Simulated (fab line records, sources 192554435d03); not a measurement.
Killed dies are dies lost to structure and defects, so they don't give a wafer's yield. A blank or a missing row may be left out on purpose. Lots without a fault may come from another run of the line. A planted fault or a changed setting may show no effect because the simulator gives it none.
Chamber matching | flow n5_finfet | N5_BEOL_M9_CURE_72 on uv_cure-03: 3 sister chambers
The step cures SiCOH lowk, time 120 s. 3 wafers are shown with their chamber, then 12 later ones without.

WAFERS WITH THEIR CHAMBER
wafer  | chamber | wafer_temp_C_max
L079.6 | 1       | 371.3
L086.5 | 0       | 371.5
L088.6 | 2       | 371.1

WAFERS WITHOUT THEIR CHAMBER
wafer  | wafer_temp_C_max
L091.1 | 371.1
L091.2 | 372.0
L091.4 | 371.8
L094.3 | 371.7
L094.5 | 371.2
L094.6 | 371.4
L095.1 | 371.5
L095.2 | 371.2
L095.3 | 371.7
L096.1 | 372.2
L096.3 | 372.0
L096.4 | 372.3

WHICH CHAMBER EACH WENT THROUGH
wafer  | from the rows above          | in truth
L091.1 | can't be placed: 2 or 1 or 0 | 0
L091.2 | can't be placed: 0 or 1 or 2 | 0
L091.4 | can't be placed: 0 or 1 or 2 | 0
L094.3 | can't be placed: 0 or 1 or 2 | 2
L094.5 | can't be placed: 2 or 1 or 0 | 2
L094.6 | can't be placed: 1 or 0 or 2 | 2
L095.1 | can't be placed: 0 or 1 or 2 | 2
L095.2 | can't be placed: 2 or 1 or 0 | 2
L095.3 | can't be placed: 0 or 1 or 2 | 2
L096.1 | can't be placed: 0 or 1 or 2 | 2
L096.3 | can't be placed: 0 or 1 or 2 | 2
L096.4 | can't be placed: 0 or 1 or 2 | 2
Placed correctly: 0 of 12. Can't be placed from these rows: 12 (the true chamber is among the candidates in 12). Placed wrongly: 0.
How it was worked out, from the rows above alone: a wafer's distance from a chamber is the root of the sum, over the readings, of the square of ((its reading less the chamber's mean) divided by the reading's scatter). The wafer belongs to the nearest chamber; if the next one is less than 2 further off, it can't be placed. A chamber's mean is the mean of its shown wafers. The scatter: with one shown wafer a chamber, the root of the mean of the squares of how far each hidden wafer lies from its nearest shown one.
